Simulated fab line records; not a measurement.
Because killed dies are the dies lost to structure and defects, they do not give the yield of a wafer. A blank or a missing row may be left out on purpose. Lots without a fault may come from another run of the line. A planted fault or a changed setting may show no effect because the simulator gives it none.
A struck lot beside a sound one + flow nand-harc + 14 steps out of a route of 1302
Sound: these wafers, L520.1, L520.2, L520.5. Struck: wafer L538.1 (left out: L538.2, L538.3 of the same lot, which were not struck); the cause appears at the end.
Per side, at each step with rows, come the tool, then ch with its chambers, and then its first start. Under that, the readings that differ: sound wafers + struck wafers + difference of the means + sigmas: that difference in standard deviations of wafers without a fault.
alike: readings whose means differ by less than 2 such deviations, and words and numbers that are the same on both sides. not compared: withheld readings, readings that some wafer has no value for, bounds like >300 that may hide the same value, and numbers for which the record gives no deviation and whose values overlap.
The two part at a step that has a row with sigmas, a row that says differs or no value, or rows on one side only. Numbers that don't overlap but have no deviation are shown without sigmas and don't part them. Lack of a reading on every wafer of one side parts them only where that side has two or more wafers.

NHARC_A_STAIRCASE_DESCUM_11: chemistry O2, time 3 s.
  sound on rie-diel-06 ch 0,1,2, day 16 19:53; struck on rie-diel-06 ch 0, day 24 10:13
  alike: chamber-pressure-mTorr, drypump-motor-current-A, o2-flow-sccm, oes-product-au, rf-vpp-V, showerhead-plenum-p-Torr, throttle-valve-pct
  not compared: rf-hours-counter-h
NHARC_A_STAIRCASE_TRIM_12: chemistry O2, time 211.2 s.
  sound on rie-diel-06 ch 0,2, day 16 19:58; struck on rie-diel-06 ch 0, day 24 10:18
  alike: chamber-pressure-mTorr, drypump-motor-current-A, o2-flow-sccm, oes-product-au, rf-vpp-V, showerhead-plenum-p-Torr, throttle-valve-pct
  not compared: rf-hours-counter-h
then, 1 step without rows for these wafers: NHARC_A_STAIRCASE_ETCH_13 (etches the open film in C4F8/O2, target depth 100 nm, time 40.5 s).
NHARC_A_STAIRCASE_TRIM_14: chemistry O2, time 211.2 s.
  sound: rie-diel-06 ch 0,2,3; struck: rie-diel-06 ch 0
  alike: chamber-pressure-mTorr, drypump-motor-current-A, o2-flow-sccm, oes-product-au, rf-vpp-V, showerhead-plenum-p-Torr, throttle-valve-pct
  not compared: rf-hours-counter-h
then, 4 steps without rows for these wafers: NHARC_A_STAIRCASE_ETCH_15 (etches the open film in C4F8/O2, target depth 100 nm, time 40.5 s); NHARC_A_STAIRCASE_TRIM_16 (chemistry O2, time 211.2 s); NHARC_A_STAIRCASE_ETCH_17 (etches the open film in C4F8/O2, target depth 100 nm, time 40.5 s); NHARC_A_STAIRCASE_TRIM_18 (chemistry O2, time 211.2 s).
NHARC_A_STAIRCASE_ETCH_19: etches the open film in C4F8/O2, target depth 100 nm, time 40.5 s.
  sound: rie-diel-06 ch 1,2,3; struck: rie-diel-06 ch 3
  alike: chamber-pressure-mTorr, oes-product-au, rf-vpp-V
  not compared: rf-hours-counter-h
then, 2 steps without rows for these wafers: NHARC_A_STAIRCASE_TRIM_20 (chemistry O2, time 211.2 s); NHARC_A_STAIRCASE_ETCH_21 (etches the open film in C4F8/O2, target depth 100 nm, time 40.5 s).
NHARC_A_STAIRCASE_TRIM_22: chemistry O2, time 211.2 s.
  sound on rie-diel-09 ch 0,2,3, day 16 21:14; struck on rie-diel-09 ch 0, day 24 11:36
| reading               | sound             | struck | difference | sigmas |
|-----------------------|-------------------|--------|------------|--------|
| oes-product-au (a.u.) | 1.010 0.999 1.012 | 0.889  | -0.118     | -10    |
  alike: chamber-pressure-mTorr, drypump-motor-current-A, o2-flow-sccm, rf-vpp-V, showerhead-plenum-p-Torr, throttle-valve-pct
  not compared: rf-hours-counter-h
NHARC_A_STAIRCASE_ETCH_23: etches the open film in C4F8/O2, target depth 100 nm, time 40.5 s.
  sound: rie-diel-09 ch 0,1,3; struck: rie-diel-09 ch 2
| reading                        | sound                | struck | difference | sigmas |
|--------------------------------|----------------------|--------|------------|--------|
| chamber-pressure-mTorr (mTorr) | 24.991 24.954 25.007 | 25.047 | +0.063     | +3     |
  alike: oes-product-au, rf-vpp-V
  not compared: rf-hours-counter-h
-- break in the record here, with 9 days between the starts of the struck wafers on either side (left off in module A_STAIRCASE, picked up again in module END, where the first step shown is number 1302 on the route) --
NHARC_END_SORT_01:
  sound on prober-01 ch 0, day 25 17:14; struck on prober-02 ch 0, day 33 09:20
  alike: killed-at-array, killed-at-other, killed-at-periphery, killed-dies, killed-open, killed-short

WHERE THEY PART
At NHARC_A_STAIRCASE_TRIM_22 first; at NHARC_A_STAIRCASE_ETCH_23 last (within this record only). Later steps at which nothing parts them and some readings are alike: NHARC_END_SORT_01.

WHY: whatever the simulator had introduced
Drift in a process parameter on rie-diel-09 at NHARC_A_STAIRCASE_TRIM_22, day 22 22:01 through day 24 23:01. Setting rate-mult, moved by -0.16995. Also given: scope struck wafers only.
